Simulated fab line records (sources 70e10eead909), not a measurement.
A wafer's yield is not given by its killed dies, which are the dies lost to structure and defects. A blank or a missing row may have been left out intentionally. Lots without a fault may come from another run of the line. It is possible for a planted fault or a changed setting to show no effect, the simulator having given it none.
Chamber matching	flow nandHarc	NHARC_P_CONTACT_ALD_22 on aldMetal-03 has 4 sister chambers
The step deposits TiN, target thk 3 nm, pulse time 1 s, ald cycles 150. 8 wafers are shown with their chamber, then 8 later ones without.

WAFERS WITH THEIR CHAMBER
wafer	chamber	heaterPowerW (W)	precursorPulseHeightRel
L077.5	0	1074	0.978
L079.5	2	1055	1.004
L085.2	0	991	0.986
L085.3	3	1052	1.004
L086.1	1	1147	0.995
L086.2	3	1077	1.039
L086.6	2	1016	0.957
L088.1	1	1158	0.995

WAFERS MISSING THEIR CHAMBER
wafer	heaterPowerW (W)	precursorPulseHeightRel
L088.2	1030	1.008
L088.3	1064	0.998
L092.1	1141	1.024
L092.5	1067	0.997
L092.6	1011	1.048
L097.1	1027	1.004
L097.5	1025	0.995
L097.6	1163	0.969

EACH ONE'S CHAMBER
wafer	from the rows above	in truth
L088.2	can't be placed: 3 or 0 or 2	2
L088.3	can't be placed: 3 or 2 or 0 or 1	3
L092.1	can't be placed: 1 or 3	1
L092.5	can't be placed: 3 or 2 or 0 or 1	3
L092.6	can't be placed: 3 or 0 or 2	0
L097.1	can't be placed: 0 or 2 or 3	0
L097.5	can't be placed: 0 or 2 or 3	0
L097.6	1	1
1 of 8 placed correctly. Can't be placed from these rows: 7 (the true chamber is among the candidates in 7). 0 placed wrongly.
How it was worked out, from the rows above alone: a wafer's distance from a chamber is the root of the sum, over the readings, of the square of ((its reading less the chamber's mean) divided by the reading's scatter). The wafer belongs to the nearest chamber; if the next one is less than 2 further off, it can't be placed. For every chamber, the mean is computed from those of its wafers that are shown. The scatter is the square root of a quotient: the sum, over the shown wafers, of each reading's squared deviation from its chamber's mean, divided by wafers minus chambers.
